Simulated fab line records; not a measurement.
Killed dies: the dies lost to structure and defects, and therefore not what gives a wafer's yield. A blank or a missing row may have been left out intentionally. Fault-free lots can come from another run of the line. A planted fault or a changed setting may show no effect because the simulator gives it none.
Matching of chambers || flow n5_finfet || N5_BEOL_M8_CURE_75 on uv_cure-02 has 3 sister chambers
The step cures SiCOH lowk, time 120 s. 26 wafers are shown with their chamber, then 12 later ones without.

WAFERS PAIRED WITH THEIR CHAMBERS
{"wafer": "L074.1", "chamber": 0, "wafer_temp_C_max": 372.4, "lamp_power_pct (%)": 52.37}
{"wafer": "L074.2", "chamber": 0, "wafer_temp_C_max": 371.8, "lamp_power_pct (%)": 52.30}
{"wafer": "L074.3", "chamber": 0, "wafer_temp_C_max": 371.6, "lamp_power_pct (%)": 52.28}
{"wafer": "L076.3", "chamber": 0, "wafer_temp_C_max": 372.2, "lamp_power_pct (%)": 52.24}
{"wafer": "L076.4", "chamber": 0, "wafer_temp_C_max": 371.2, "lamp_power_pct (%)": 52.34}
{"wafer": "L075.3", "chamber": 0, "wafer_temp_C_max": 371.5, "lamp_power_pct (%)": 52.40}
{"wafer": "L075.4", "chamber": 0, "wafer_temp_C_max": 372.4, "lamp_power_pct (%)": 52.28}
{"wafer": "L075.6", "chamber": 0, "wafer_temp_C_max": 371.4, "lamp_power_pct (%)": 52.32}
{"wafer": "L079.3", "chamber": 1, "wafer_temp_C_max": 371.5, "lamp_power_pct (%)": 52.37}
{"wafer": "L079.4", "chamber": 1, "wafer_temp_C_max": 371.6, "lamp_power_pct (%)": 52.40}
{"wafer": "L079.6", "chamber": 1, "wafer_temp_C_max": 371.2, "lamp_power_pct (%)": 52.29}
{"wafer": "L081.1", "chamber": 1, "wafer_temp_C_max": 371.5, "lamp_power_pct (%)": 52.28}
{"wafer": "L081.2", "chamber": 1, "wafer_temp_C_max": 371.9, "lamp_power_pct (%)": 52.38}
{"wafer": "L081.5", "chamber": 1, "wafer_temp_C_max": 371.9, "lamp_power_pct (%)": 52.24}
{"wafer": "L083.1", "chamber": 1, "wafer_temp_C_max": 371.8, "lamp_power_pct (%)": 52.40}
{"wafer": "L083.2", "chamber": 1, "wafer_temp_C_max": 371.4, "lamp_power_pct (%)": 52.33}
{"wafer": "L083.5", "chamber": 1, "wafer_temp_C_max": 372.0, "lamp_power_pct (%)": 52.29}
{"wafer": "L085.2", "chamber": 2, "wafer_temp_C_max": 372.1, "lamp_power_pct (%)": 52.28}
{"wafer": "L085.4", "chamber": 2, "wafer_temp_C_max": 371.4, "lamp_power_pct (%)": 52.36}
{"wafer": "L085.6", "chamber": 2, "wafer_temp_C_max": 372.6, "lamp_power_pct (%)": 52.28}
{"wafer": "L090.2", "chamber": 0, "wafer_temp_C_max": 371.7, "lamp_power_pct (%)": 52.34}
{"wafer": "L090.3", "chamber": 0, "wafer_temp_C_max": 371.7, "lamp_power_pct (%)": 52.27}
{"wafer": "L090.4", "chamber": 0, "wafer_temp_C_max": 371.4, "lamp_power_pct (%)": 52.27}
{"wafer": "L087.1", "chamber": 0, "wafer_temp_C_max": 372.5, "lamp_power_pct (%)": 52.28}
{"wafer": "L087.2", "chamber": 0, "wafer_temp_C_max": 372.3, "lamp_power_pct (%)": 52.35}
{"wafer": "L087.6", "chamber": 0, "wafer_temp_C_max": 372.2, "lamp_power_pct (%)": 52.27}

SIGNATURES, as means of the wafers listed above
{"reading": "wafer_temp_C_max", "chamber 0": 371.879, "chamber 1": 371.644, "chamber 2": 372.033, "scatter within a chamber": 0.408}
{"reading": "lamp_power_pct", "chamber 0": 52.3079, "chamber 1": 52.3311, "chamber 2": 52.3067, "scatter within a chamber": 0.0509}
Rule: a wafer's distance from a chamber is the root of the sum, over the readings, of the square of ((its reading less the chamber's mean) divided by the reading's scatter). The wafer belongs to the nearest chamber; if the next one is less than 2 further off, it can't be placed. The scatter: take each reading less its chamber's mean, square it, sum over the shown wafers, divide by the number of wafers less the number of chambers, and take the root.

WAFERS WITH NO CHAMBER GIVEN
{"wafer": "L092.2", "wafer_temp_C_max": 371.2, "lamp_power_pct (%)": 52.30}
{"wafer": "L092.5", "wafer_temp_C_max": 371.7, "lamp_power_pct (%)": 52.27}
{"wafer": "L092.6", "wafer_temp_C_max": 371.3, "lamp_power_pct (%)": 52.32}
{"wafer": "L094.4", "wafer_temp_C_max": 371.5, "lamp_power_pct (%)": 52.25}
{"wafer": "L094.5", "wafer_temp_C_max": 371.6, "lamp_power_pct (%)": 52.29}
{"wafer": "L094.6", "wafer_temp_C_max": 372.0, "lamp_power_pct (%)": 52.25}
{"wafer": "L095.2", "wafer_temp_C_max": 371.5, "lamp_power_pct (%)": 52.25}
{"wafer": "L095.4", "wafer_temp_C_max": 371.6, "lamp_power_pct (%)": 52.29}
{"wafer": "L095.5", "wafer_temp_C_max": 371.4, "lamp_power_pct (%)": 52.32}
{"wafer": "L097.4", "wafer_temp_C_max": 371.7, "lamp_power_pct (%)": 52.36}
{"wafer": "L097.5", "wafer_temp_C_max": 372.5, "lamp_power_pct (%)": 52.35}
{"wafer": "L097.6", "wafer_temp_C_max": 371.1, "lamp_power_pct (%)": 52.33}

THE CHAMBER EACH PASSED THROUGH
{"wafer": "L092.2", "from the rows above": "can't be placed: 1 or 0 or 2", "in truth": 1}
{"wafer": "L092.5", "from the rows above": "can't be placed: 0 or 2 or 1", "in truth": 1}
{"wafer": "L092.6", "from the rows above": "can't be placed: 1 or 0 or 2", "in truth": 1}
{"wafer": "L094.4", "from the rows above": "can't be placed: 0 or 1 or 2", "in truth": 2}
{"wafer": "L094.5", "from the rows above": "can't be placed: 0 or 1 or 2", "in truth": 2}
{"wafer": "L094.6", "from the rows above": "can't be placed: 2 or 0 or 1", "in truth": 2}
{"wafer": "L095.2", "from the rows above": "can't be placed: 0 or 1 or 2", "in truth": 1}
{"wafer": "L095.4", "from the rows above": "can't be placed: 0 or 1 or 2", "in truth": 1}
{"wafer": "L095.5", "from the rows above": "can't be placed: 1 or 0 or 2", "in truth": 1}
{"wafer": "L097.4", "from the rows above": "can't be placed: 1 or 0 or 2", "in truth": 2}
{"wafer": "L097.5", "from the rows above": "can't be placed: 2 or 0 or 1", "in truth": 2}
{"wafer": "L097.6", "from the rows above": "can't be placed: 1 or 0 or 2", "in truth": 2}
0 of 12 placed correctly. Unplaceable from these rows: 12, with the true chamber sitting among the candidates in 12. 0 placed wrongly.
